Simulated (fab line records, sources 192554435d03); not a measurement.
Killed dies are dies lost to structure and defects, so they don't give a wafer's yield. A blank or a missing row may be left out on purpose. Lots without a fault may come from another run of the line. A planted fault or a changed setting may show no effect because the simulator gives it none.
fab line records | flow n5_finfet
record lots=6 wafers=18 last_day=18
route steps=1938 shown FIN_SAQP@145 FIN_CUT@154 BEOL_M4@1111 PASSIVATION@1936
lots that met no fault: from a run of the same line without faults
start_h: hours from the record's first day to the start of the lot's first wafer shown | wait_h: hours since the lot's step before | " the same as in the row above | L1.1+2: a row that stands for several wafers | - no value, or no start given | * or withheld: withheld | < > ~ a bound
route shown NAME@n: a module of which the file shows steps, and the number in the route of the first | usual: mean/standard deviation of fault-free wafers | same: alike in all rows | chamber/n: place in a boat | sites: the reading at each site | _std_site: their standard deviation | _edge_site: outer sites' mean less inner sites' | radius_mm: how far each site lies from the wafer's centre | mask NAME#n: copy n | behind: the tool/chamber that last shaped the wafer | hold: why the lot was held/for how many hours/how that ended | device: the transistor (n, p or np) that didn't switch | end of line: the same wafers' tests at the end of the route | a step without rows: its recipe alone | killed: dies lost to structure and defects at the first sort, not the wafer's yield | map: a wafer's dies, x killed, . not, _ none there
set.NAME: the setting as run; set.NAME@STEP: as run at that earlier step | model.NAME: the simulator's own value behind a step, which no gauge read
lots at some steps of the route; a table a step, a row a wafer
services: from which hour (start_h, from the record's first day; less than 0 if before it) a tool's chamber was out of use, for how many hours, and why
## steps
# step N5_FIN_SAQP_HM_CD_35
# recipe target_cd_nm=8 polarity=line
# usual cd_nm=8.20/0.26
# columns lot.wafer tool chamber start_h wait_h cd_nm
L765.1 cd_sem-01 - 92.34 0.1 8.02
L765.2 " - " " 7.56
L765.6 " - " " 7.70
L767.4 cd_sem-02 - 103.74 0.0 7.92
L767.5 " - " " 7.83
L767.6 " - " " 8.13
L768.2 cd_sem-03 - 110.82 0.1 8.28
L768.3 " - " " 8.08
L768.5 " - " " 8.17
L770.1 cd_sem-01 - 123.06 0.1 8.42
L770.2 " - " " 8.15
L770.5 " - " " 8.58
L773.2 cd_sem-01 - 141.17 0.1 8.15
L773.4 " - " " 8.26
L773.6 " - " " 8.14
L775.1 cd_sem-03 - 151.79 0.1 8.53
L775.5 " - " " 8.03
L775.6 " - " " 7.75
# step N5_FIN_SAQP_ETCH_64
# recipe chemistry=CF4 target=SiO2 target_depth_a=15 ion_energy_ev=350 pressure_mtorr=10 icp_w=800 bias_w=400 cf4_flow_sccm=80
# usual drypump_motor_current_A=6.0/0.39 oes_product_au=1.006/0.021 throttle_valve_pct=21.8/0.3
# columns lot.wafer tool chamber start_h wait_h drypump_motor_current_A oes_product_au rf_hours_counter_h throttle_valve_pct
L765.1 rie_si-05 3 92.39 0.0 6.4 1.010 197 22.0
L765.2 " 1 " " 5.7 1.050 59 21.6
L765.6 " 1 " " 5.8 1.058 - 21.6
L767.4 rie_si-04 0 103.78 0.0 5.8 0.981 5 22.1
L767.5 " 3 " " 6.0 1.006 - 21.6
L767.6 " 0 " " 5.8 0.982 - 22.1
L768.2 rie_si-04 3 110.86 0.0 6.0 1.003 175 21.6
L768.3 " 0 " " 5.8 0.996 5 22.1
L768.5 " 1 " " 5.8 1.013 - 21.8
L770.1 rie_si-05 2 123.10 0.0 6.5 0.981 109 21.6
L770.2 " 1 " " 5.7 1.051 60 21.6
L770.5 " 2 " " 6.5 0.984 - 21.6
L773.2 rie_si-01 3 141.21 0.0 6.1 0.980 170 22.2
L773.4 " 0 " " 5.5 1.011 31 21.7
L773.6 " 0 " " 5.5 1.011 - 21.7
L775.1 rie_si-05 0 151.84 0.0 6.7 0.980 45 22.4
L775.5 " 1 " " 5.7 1.040 - 21.6
L775.6 " 0 " " 6.7 0.982 - 22.4
# step N5_FIN_SAQP_FIN_ETCH_36
# recipe chemistry=HBr/Cl2/O2 target_depth_a=1200 mask_material=SiNx time_s=50.4 bias_w=102 pressure_mtorr=10 icp_w=800 HBr_flow_sccm=150 Cl2_flow_sccm=80 O2_flow_sccm=12
# usual HBr_flow_sccm=150.1/0.41 drypump_motor_current_A=6.0/0.39 oes_product_au=1.005/0.019 throttle_valve_pct=36.1/0.32
# columns lot.wafer tool chamber start_h wait_h HBr_flow_sccm drypump_motor_current_A oes_product_au rf_hours_counter_h throttle_valve_pct
L765.1 rie_si-05 3 92.41 0.0 151.2 6.5 1.007 197 36.0
L765.2 " 1 " " 150.0 5.7 1.050 59 35.8
L765.6 " 1 " " 150.0 5.7 1.041 - 35.8
L767.4 rie_si-04 0 103.80 0.0 150.1 5.8 0.995 5 36.2
L767.5 " 3 " " 150.0 6.0 0.997 - 35.8
L767.6 " 0 " " 149.8 5.8 1.001 - 36.2
L768.2 rie_si-04 3 110.88 0.0 149.2 6.0 1.007 175 35.8
L768.3 " 0 " " 150.0 5.8 0.996 5 36.2
L768.5 " 1 " " 150.6 5.8 1.002 - 36.2
L770.1 rie_si-05 2 123.12 0.0 149.6 6.5 0.993 109 35.7
L770.2 " 1 " " 150.0 5.7 1.046 60 35.8
L770.5 " 2 " " 150.6 6.5 0.985 - 35.7
L773.2 rie_si-01 3 141.23 0.0 149.7 6.1 0.965 170 36.3
L773.4 " 0 " " 150.9 5.5 1.005 31 36.0
L773.6 " 0 " " 150.4 5.5 0.997 - 36.0
L775.1 rie_si-05 0 151.86 0.0 149.9 6.7 0.982 45 36.7
L775.5 " 1 " " 149.8 5.7 1.038 - 35.8
L775.6 " 0 " " 150.3 6.7 0.981 - 36.7
# step N5_FIN_SAQP_CD_MEAS_37
# recipe target_cd_nm=8 polarity=line
# usual cd_nm=8.21/0.28
# columns lot.wafer tool chamber start_h wait_h cd_nm
L765.1 cd_sem-02 - 92.53 0.1 8.40
L765.2 " - " " 7.76
L765.6 " - " " 7.61
L767.4 cd_sem-03 - 103.93 0.1 8.10
L767.5 " - " " 8.24
L767.6 " - " " 8.24
L768.2 cd_sem-02 - 111.01 0.1 8.25
L768.3 " - " " 8.62
L768.5 " - " " 7.91
L770.1 cd_sem-02 - 123.24 0.1 8.39
L770.2 " - " " 7.98
L770.5 " - " " 8.30
L773.2 cd_sem-01 - 141.35 0.1 8.44
L773.4 " - " " 7.75
L773.6 " - " " 7.96
L775.1 cd_sem-01 - 151.98 0.1 8.26
L775.5 " - " " 8.25
L775.6 " - " " 7.53
# step N5_FIN_SAQP_PRECLEAN_38
# recipe chemistry=O3/DIW time_s=45 temp_c=22 o3_ppm=10
# step N5_FIN_SAQP_PRECLEAN_45
# recipe chemistry=dHF time_s=10 dilution=500:1 temp_c=25
# step N5_FIN_SAQP_SRD_39
# recipe dry=ipa_marangoni time_s=30 temp_c=23 rinse_liquid=diw
# step N5_FIN_SAQP_OCD_MEAS_76
# usual trench_depth_nm=120.6/2.6
# columns lot.wafer tool chamber start_h wait_h trench_depth_nm
L765.1 ocd-01 - 92.63 0.0 120.3
L765.2 " - " " 123.8
L765.6 " - " " 123.2
L767.4 ocd-01 - 104.02 0.0 120.2
L767.5 " - " " 122.1
L767.6 " - " " 120.0
L768.2 ocd-02 - 111.10 0.0 122.9
L768.3 " - " " 120.9
L768.5 " - " " 123.1
L770.1 ocd-01 - 123.34 0.0 116.3
L770.2 " - " " 121.7
L770.5 " - " " 115.5
L773.2 ocd-01 - 141.45 0.0 116.7
L773.4 " - " " 118.9
L773.6 " - " " 118.8
L775.1 ocd-02 - 152.08 0.0 116.7
L775.5 " - " " 122.5
L775.6 " - " " 116.8
# step N5_FIN_SAQP_INSPECT_40
# recipe inspect_instrument=brightfield mode=aei
# usual raw_defect_count=239/67
# columns lot.wafer tool chamber start_h wait_h raw_defect_count
L765.1 defect_inspect-02 - 92.66 0.0 357
L765.2 " - " " 191
L765.6 " - " " 294
L767.4 defect_inspect-02 - 104.05 0.0 295
L767.5 " - " " 442
L767.6 " - " " 337
L768.2 defect_inspect-02 - 111.13 0.0 199
L768.3 " - " " 228
L768.5 " - " " 198
L770.1 defect_inspect-02 - 123.37 0.0 223
L770.2 " - " " 196
L770.5 " - " " 196
L773.2 defect_inspect-02 - 141.48 0.0 235
L773.4 " - " " 236
L773.6 " - " " 270
L775.1 defect_inspect-01 - 152.11 0.0 361
L775.5 " - " " 342
L775.6 " - " " 294
# step N5_FIN_CUT_COAT_18
# recipe resist=SOC temp_c=250 time_s=60 spin_rpm=1500 resist_thk_nm=230
# step N5_FIN_CUT_COAT_19
# recipe resist=SiARC temp_c=220 time_s=60 spin_rpm=1500 resist_thk_nm=20
# step N5_FIN_CUT_COAT_29
# recipe resist=underlayer temp_c=205 time_s=60 spin_rpm=1500 resist_thk_nm=10
# step N5_FIN_CUT_COAT_02
# recipe resist=CAR-EUV spin_rpm=1500 resist_thk_nm=30
# usual dispense_pressure_kPa=51.3/2.2 spin_speed_rpm=1499.9/0.87
# columns lot.wafer tool chamber start_h wait_h dispense_pressure_kPa spin_speed_rpm model.CAR-EUV_of_FIN_CUT_COAT_02.thk_nm
L765.1 litho_track-04 0 92.70 - 49.0 1499.2 30
L765.2 " 0 " " 49.0 1498.7 30
L765.6 " 0 " " 49.0 1500.5 30
L767.4 litho_track-04 0 104.09 - 49.0 1747.9 27.8
L767.5 " 0 " " 49.0 1748.6 27.8
L767.6 " 0 " " 49.0 1748.7 27.8
L768.2 litho_track-04 0 111.17 - 49.0 1748.1 27.8
L768.3 " 0 " " 49.0 1747.9 27.8
L768.5 " 0 " " 48.9 1748.1 27.8
L770.1 litho_track-03 0 123.41 - 51.1 1499.0 29.8
L770.2 " 0 " " 51.1 1499.1 30
L770.5 " 0 " " 51.1 1500.1 30
L773.2 litho_track-03 0 141.52 - 51.1 1500.6 30.2
L773.4 " 0 " " 51.1 1500.9 30
L773.6 " 0 " " 51.1 1499.7 30
L775.1 litho_track-05 0 152.15 - 54.8 1501.3 30
L775.5 " 0 " " 54.8 1500.6 30
L775.6 " 0 " " 54.8 1499.5 30
# step N5_FIN_CUT_EBR_04
# recipe solvent=PGMEA ebr_width_mm=1.5
# step N5_FIN_CUT_SOFTBAKE_03
# recipe temp_c=110 time_s=60 resist=CAR-EUV
# step N5_FIN_CUT_EXPOSE_05
# recipe mask_id=FIN_CUT na=0.33 source_shape=annular sigma_inner=0.35 sigma_outer=0.8 polarization=unpolarized dose_mj=45.75
# step N5_FIN_CUT_PEB_06
# recipe peb_temp_c=100 peb_time_s=60 resist=CAR-EUV
# step N5_FIN_CUT_DEVELOP_07
# recipe develop_time_s=30 developer=TMAH resist=CAR-EUV rinse_liquid=surfactant_rinse dry=air_spin dev_temp_c=23
# step N5_FIN_CUT_CD_MEAS_08
# recipe target_cd_nm=29.1 landing_energy_ev=500 detector=se_inlens polarity=opening
# usual cd_nm=29.00/0.24
# columns lot.wafer tool chamber start_h wait_h cd_nm
L765.1 cd_sem-03 0 93.09 - 29.02
L765.2 " 0 " " 28.97
L765.6 " 0 " " 29.05
L767.4 cd_sem-01 0 104.36 - 29.31
L767.5 " 0 " " 29.09
L767.6 " 0 " " 28.87
L768.2 cd_sem-03 0 111.56 - 29.28
L768.3 " 0 " " 29.11
L768.5 " 0 " " 29.55
L770.1 cd_sem-03 0 123.80 - 29.17
L770.2 " 0 " " 29.44
L770.5 " 0 " " 29.38
L773.2 cd_sem-02 0 141.79 - 28.84
L773.4 " 0 " " 28.78
L773.6 " 0 " " 29.12
L775.1 cd_sem-03 0 152.54 - 28.62
L775.5 " 0 " " 28.72
L775.6 " 0 " " 28.64
# step N5_FIN_CUT_OVL_MEAS_09
# recipe points_per_wafer=522
# usual FIN_CUT_OVL=-0.1/0.6
# columns lot.wafer tool chamber start_h wait_h FIN_CUT_OVL[nm]
L765.1 overlay-02 0 93.12 0.0 -0.1
L765.2 " 0 " " -0.8
L765.6 " 0 " " -0.5
L767.4 overlay-02 0 104.40 0.0 -0.3
L767.5 " 0 " " -0.9
L767.6 " 0 " " -1.2
L768.2 overlay-01 0 111.60 0.0 0.2
L768.3 " 0 " " 0.1
L768.5 " 0 " " 0.3
L770.1 overlay-02 0 123.83 0.0 0.1
L770.2 " 0 " " -1.0
L770.5 " 0 " " 0.5
L773.2 overlay-02 0 141.82 0.0 -0.2
L773.4 " 0 " " 0.3
L773.6 " 0 " " 0.7
L775.1 overlay-02 0 152.57 0.0 -1.1
L775.5 " 0 " " -0.4
L775.6 " 0 " " -0.4
# step N5_FIN_CUT_INSPECT_10
# recipe mode=adi inspect_instrument=brightfield
# usual raw_defect_count=43/12
# columns lot.wafer tool chamber start_h wait_h raw_defect_count
L765.1 defect_inspect-02 - 93.17 0.1 60
L765.2 " - " " 32
L765.6 " - " " 61
L767.4 defect_inspect-02 - 104.44 0.0 46
L767.5 " - " " 75
L767.6 " - " " 50
L768.2 defect_inspect-01 - 111.65 0.0 36
L768.3 " - " " 34
L768.5 " - " " 40
L770.1 defect_inspect-02 - 123.89 0.1 42
L770.2 " - " " 38
L770.5 " - " " 39
L773.2 defect_inspect-02 - 141.88 0.0 44
L773.4 " - " " 41
L773.6 " - " " 40
L775.1 defect_inspect-02 - 152.63 0.1 61
L775.5 " - " " 57
L775.6 " - " " 59
# step N5_FIN_CUT_DESCUM_13
# recipe chemistry=O2 time_s=7 source_power_w=50 bias_power_w=20 pressure_mtorr=20 rf_frequency_hz=2.712e+07 temp_c=40 resist=CAR-EUV o2_flow_sccm=225
# usual drypump_motor_current_A=5.8/0.51 o2_flow_sccm=225.0/0.73 oes_product_au=0.77/0.09 rf_vpp_V=243.2/1.3 showerhead_plenum_p_Torr=2.09/0.063 throttle_valve_pct=20.38/0.25
# columns lot.wafer tool chamber start_h wait_h drypump_motor_current_A o2_flow_sccm oes_product_au rf_hours_counter_h rf_vpp_V showerhead_plenum_p_Torr throttle_valve_pct
L765.1 rie_diel-02 0 93.21 0.0 5.6 224.0 0.69 246 242.2 2.05 20.48
L765.2 " 3 " " 6.2 225.2 0.71 191 241.0 2.00 20.53
L765.6 " 0 " " 5.6 225.7 0.69 - 244.3 2.05 20.48
L767.4 rie_diel-03 1 104.47 0.0 6.1 223.9 0.75 147 243.5 2.17 20.75
L767.5 " 3 " " 6.6 225.4 0.68 - 243.6 2.14 20.39
L767.6 " 0 " " 4.9 224.9 0.80 - 243.5 2.11 20.12
L768.2 rie_diel-03 1 111.68 0.0 6.0 225.7 0.75 150 243.5 2.17 20.78
L768.3 " 2 " " 5.8 225.9 0.76 123 244.1 2.11 20.22
L768.5 " 0 " " 4.9 224.4 0.81 - 242.9 2.11 20.12
L770.1 rie_diel-01 3 123.99 0.1 5.4 224.3 0.70 238 240.9 2.08 20.51
L770.2 " 0 " " 6.5 225.1 0.85 85 242.6 2.10 20.05
L770.5 " 2 " " 5.7 223.8 0.91 - 244.8 2.13 20.22
L773.2 rie_diel-02 1 142.29 0.4 5.2 224.8 0.70 206 242.5 1.99 20.76
L773.4 " 0 " " 5.6 223.7 0.96 5 241.8 2.05 20.19
L773.6 " 1 " " 5.2 224.3 0.71 - 239.9 1.99 20.76
L775.1 rie_diel-01 1 152.67 0.0 5.8 224.3 0.93 23 245.4 2.24 19.93
L775.5 " 0 " " 6.4 224.4 0.85 - 242.8 2.10 20.06
L775.6 " 1 " " 5.8 223.5 0.92 - 245.7 2.24 19.92
# step N5_FIN_CUT_ETCH_30
# recipe chemistry=N2/H2 target=underlayer target_depth_a=130 mask_material=CAR-EUV time_s=10.4 ion_energy_ev=200 pressure_mtorr=30 source_w=840 bias_w=150 n2_flow_sccm=200 h2_flow_sccm=200 ends=cleared
# usual drypump_motor_current_A=5.8/0.51 etch_rf_on_time_s=10.39/0.23 oes_product_au=0.66/0.076 rf_vpp_V=523.7/2.3 showerhead_plenum_p_Torr=2.54/0.078 throttle_valve_pct=17.83/0.26
# columns lot.wafer tool chamber start_h wait_h drypump_motor_current_A etch_rf_on_time_s oes_product_au rf_hours_counter_h rf_vpp_V showerhead_plenum_p_Torr throttle_valve_pct model.CAR-EUV_of_FIN_CUT_COAT_02.thk_nm
L765.1 rie_diel-02 0 93.24 0.0 5.6 10.60 0.58 246 522.6 2.49 17.93 14.4
L765.2 " 3 " " 6.2 10.55 0.61 191 519.1 2.43 18.08 14.6
L765.6 " 0 " " 5.6 10.55 0.58 - 523.0 2.49 17.93 14.4
L767.4 rie_diel-03 1 104.51 0.0 6.0 10.50 0.63 147 527.0 2.65 18.25 12.2
L767.5 " 3 " " 6.7 10.42 0.58 - 525.1 2.61 17.85 12.2
L767.6 " 0 " " 4.9 10.51 0.68 - 523.5 2.55 17.53 12.4
L768.2 rie_diel-03 1 111.72 0.0 6.0 10.46 0.63 150 525.9 2.65 18.26 12.4
L768.3 " 2 " " 5.8 10.31 0.65 123 524.5 2.56 17.71 12.4
L768.5 " 0 " " 4.9 10.37 0.69 - 523.2 2.55 17.55 12.4
L770.1 rie_diel-01 3 124.03 0.0 5.4 9.93 0.60 238 522.2 2.49 17.69 14.6
L770.2 " 0 " " 6.5 10.07 0.73 85 525.1 2.57 17.59 14.6
L770.5 " 2 " " 5.7 10.17 0.77 - 525.4 2.62 17.77 14.6
L773.2 rie_diel-02 1 142.33 0.0 5.2 10.82 0.59 206 520.8 2.42 18.15 14.6
L773.4 " 0 " " 5.6 10.18 0.82 5 522.6 2.49 17.59 14.6
L773.6 " 1 " " 5.2 10.69 0.60 - 520.0 2.42 18.16 14.6
L775.1 rie_diel-01 1 152.70 0.0 5.8 10.09 0.80 23 527.8 2.70 17.33 14.4
L775.5 " 0 " " 6.5 10.44 0.70 - 523.6 2.57 17.60 14.4
L775.6 " 1 " " 5.8 10.04 0.80 - 527.5 2.70 17.33 14.6
# step N5_FIN_CUT_ETCH_20
# recipe chemistry=CF4 target=SiARC target_depth_a=260 mask_material=CAR-EUV time_s=43.3 ion_energy_ev=80 pressure_mtorr=40 source_w=545 bias_w=36 Ar_flow_sccm=100 cf4_flow_sccm=100 ends=cleared
# usual drypump_motor_current_A=5.8/0.5 etch_rf_on_time_s=43.1/0.97 oes_product_au=0.66/0.077 rf_vpp_V=184.0/1.1 showerhead_plenum_p_Torr=2.14/0.06 throttle_valve_pct=15.59/0.27
# columns lot.wafer tool chamber start_h wait_h drypump_motor_current_A etch_rf_on_time_s oes_product_au rf_hours_counter_h rf_vpp_V showerhead_plenum_p_Torr throttle_valve_pct
L765.1 rie_diel-02 0 93.26 0.0 5.6 43.7 0.58 246 183.1 2.10 15.75
L765.2 " 3 " " 6.2 44.0 0.61 191 182.1 2.05 15.71
L765.6 " 0 " " 5.6 43.8 0.59 - 184.9 2.10 15.76
L767.4 rie_diel-03 1 104.53 0.0 6.0 43.5 0.63 147 184.7 2.23 16.01
L767.5 " 3 " " 6.6 42.9 0.58 - 185.3 2.19 15.69
L767.6 " 0 " " 4.9 43.2 0.69 - 184.1 2.16 15.31
L768.2 rie_diel-03 1 111.74 0.0 6.1 43.4 0.64 150 184.6 2.23 16.02
L768.3 " 2 " " 5.7 42.7 0.65 123 186.0 2.15 15.44
L768.5 " 0 " " 4.9 43.3 0.69 - 184.3 2.16 15.32
L770.1 rie_diel-01 3 124.05 0.0 5.4 41.7 0.60 238 182.7 2.12 15.66
L770.2 " 0 " " 6.4 42.6 0.72 85 184.8 2.16 15.36
L770.5 " 2 " " 5.7 43.0 0.75 - 185.1 2.18 15.37
L773.2 rie_diel-02 1 142.35 0.0 5.2 44.1 0.60 206 183.1 2.05 15.93
L773.4 " 0 " " 5.6 42.2 0.82 5 183.5 2.10 15.30
L773.6 " 1 " " 5.2 43.9 0.60 - 182.2 2.05 15.94
L775.1 rie_diel-01 1 152.72 0.0 5.8 41.0 0.81 23 185.8 2.27 15.03
L775.5 " 0 " " 6.4 42.4 0.71 - 184.4 2.16 15.37
L775.6 " 1 " " 5.7 40.4 0.80 - 186.1 2.27 15.04
# step N5_BEOL_M4_RC_MEAS_101
# usual DIBL_N=37.2/2.1 DIBL_P=37.3/2.3 IOFF_N=0.18/0.041 IOFF_P=0.24/0.042 ION_N=680/13 ION_P=466/7.7 SS_N=71.8/0.68 SS_P=73.5/0.66 VT_N=249/3.6 VT_P=-248/3.4
# columns lot.wafer tool chamber start_h wait_h DIBL_N[mV/V] DIBL_P[mV/V] IOFF_N[nA/um] IOFF_P[nA/um] ION_N[uA/um] ION_P[uA/um] SS_N[mV/dec] SS_P[mV/dec] VT_N[mV] VT_P[mV]
L765.1 prober-01 0 229.21 0.2 38.3 37.2 0.19 0.24 686 468 71.4 73.2 245 -246
L765.2 " 0 " " 38.0 35.8 0.16 0.20 676 460 71.5 73.0 252 -249
L765.6 " 0 " " 38.4 35.9 0.15 0.20 665 453 71.1 72.9 252 -251
L767.4 prober-02 0 255.43 0.5 36.2 35.6 0.15 0.21 671 463 72.3 73.4 251 -248
L767.5 " 0 " " 37.8 38.7 0.18 0.26 669 460 72.3 73.7 249 -249
L767.6 " 0 " " 37.8 37.5 0.19 0.25 670 458 73.3 73.5 251 -247
L768.2 prober-01 0 269.08 0.2 40.9 40.6 0.24 0.29 691 467 72.1 74.9 246 -245
L768.3 " 0 " " 40.5 40.3 0.23 0.29 693 465 72.2 74.2 245 -243
L768.5 " 0 " " 39.7 39.7 0.21 0.26 678 462 72.4 73.8 249 -246
L770.1 prober-02 0 270.93 0.0 36.5 38.3 0.18 0.26 693 477 71.9 73.7 248 -245
L770.2 " 0 " " 36.5 37.6 0.17 0.24 688 483 71.8 73.5 248 -247
L770.5 " 0 " " 40.1 42.2 0.26 0.34 710 488 73.0 75.3 243 -243
L773.2 prober-01 0 308.52 0.6 38.6 38.9 0.16 0.22 668 455 71.4 73.9 253 -252
L773.4 " 0 " " 35.9 35.5 0.12 0.19 665 464 71.0 72.7 252 -254
L773.6 " 0 " " 35.9 35.1 0.13 0.18 668 458 70.6 73.4 256 -254
L775.1 prober-02 0 333.14 0.0 36.8 36.7 0.17 0.21 680 462 72.4 73.4 250 -252
L775.5 " 0 " " 35.1 36.1 0.15 0.20 685 466 71.2 74.2 249 -252
L775.6 " 0 " " 37.7 37.5 0.19 0.22 685 460 72.2 73.7 248 -251
# step N5_PASSIVATION_PROBE_49
# usual defect_limited_yield=91.0/1.6 killed_at_M0_to_M3=35/11 killed_at_M4_up=14/5.3 killed_at_contacts=13/6.7 killed_at_front_end=41/12 killed_at_other=3.9/2.7 killed_dies=106/19 killed_open=70/14 killed_short=35/8.8 sort_bin_4_leakage=0.01/0.058 sort_bin_5_function=5.3/1 sort_bin_6_memory=3.3/0.81 sort_n_pass=1073/19 sort_yield_pct=91.0/1.6
# same gross_dies=1180 killed_at_back_side=0 sort_bin_8_speed[%]=0
# columns lot.wafer tool chamber start_h wait_h defect_limited_yield[%] killed_at_M0_to_M3 killed_at_M4_up killed_at_contacts killed_at_front_end killed_at_other killed_dies killed_open killed_short sort_bin_4_leakage[%] sort_bin_5_function[%] sort_bin_6_memory[%] sort_n_pass sort_yield_pct[%]
L768.3 prober-02 - 370.74 0.1 91.6 40 2 6 44 7 99 55 44 0 4.7 3.2 1081 91.6
# killed by level:class
L768.3 BEOL_M0_SAQP:geometric_particle:short=15 BEOL_M0_SAQP:geometric_particle:open=11 FIN_SAQP:geometric_particle:open=7 STI_FIN_REVEAL:geometric_particle:open=7 GATE_CUT:geometric_particle:open=6 FIN_SAQP:geometric_particle:short=5 GATE_CUT:geometric_particle:short=5 BEOL_M2:geometric_particle:open=5
## services
# columns tool chamber start_h hours kind
rie_diel-01 1 74.60 31.8 repair
rie_diel-02 0 105.21 - clean
rie_diel-02 0 105.21 - consumable_replace:focus_ring
rie_diel-02 0 105.21 21.7 scheduled_down
rie_diel-02 0 105.21 21.7 vent_cycle
rie_diel-03 3 108.72 - clean
rie_diel-03 3 108.72 - consumable_replace:focus_ring
rie_si-05 3 116.48 - clean
rie_si-05 3 116.48 13.3 scheduled_down
rie_si-05 3 116.48 13.3 vent_cycle
rie_si-05 2 118.13 4.7 repair
rie_diel-02 2 152.47 - clean
rie_diel-02 2 152.47 - consumable_replace:focus_ring
rie_diel-02 2 152.47 24.3 scheduled_down
rie_diel-02 2 152.47 24.3 vent_cycle
## key
first_sign step=N5_FIN_CUT_COAT_02 reading=spin_speed_rpm direction=up sigmas=99+ usual=* struck=*
effect none on later readings
model_effect step=N5_FIN_CUT_COAT_02 value=CAR-EUV_of_FIN_CUT_COAT_02.thk_nm without=30 struck=27.8
model_effect step=N5_FIN_CUT_ETCH_30 value=CAR-EUV_of_FIN_CUT_COAT_02.thk_nm without=14.53 struck=12.33
met_at N5_FIN_CUT_COAT_02
struck_wafers L767.4,L767.5,L767.6,L768.2,L768.3,L768.5
onset_between 92.70 104.09
fault kind=process_parameter_drift tool=litho_track-04 chamber=- onset_h=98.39 steps=N5_FIN_CUT_COAT_02 channel=spin_rpm offset=* shape=step end_h=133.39 acts_in=* stated=*
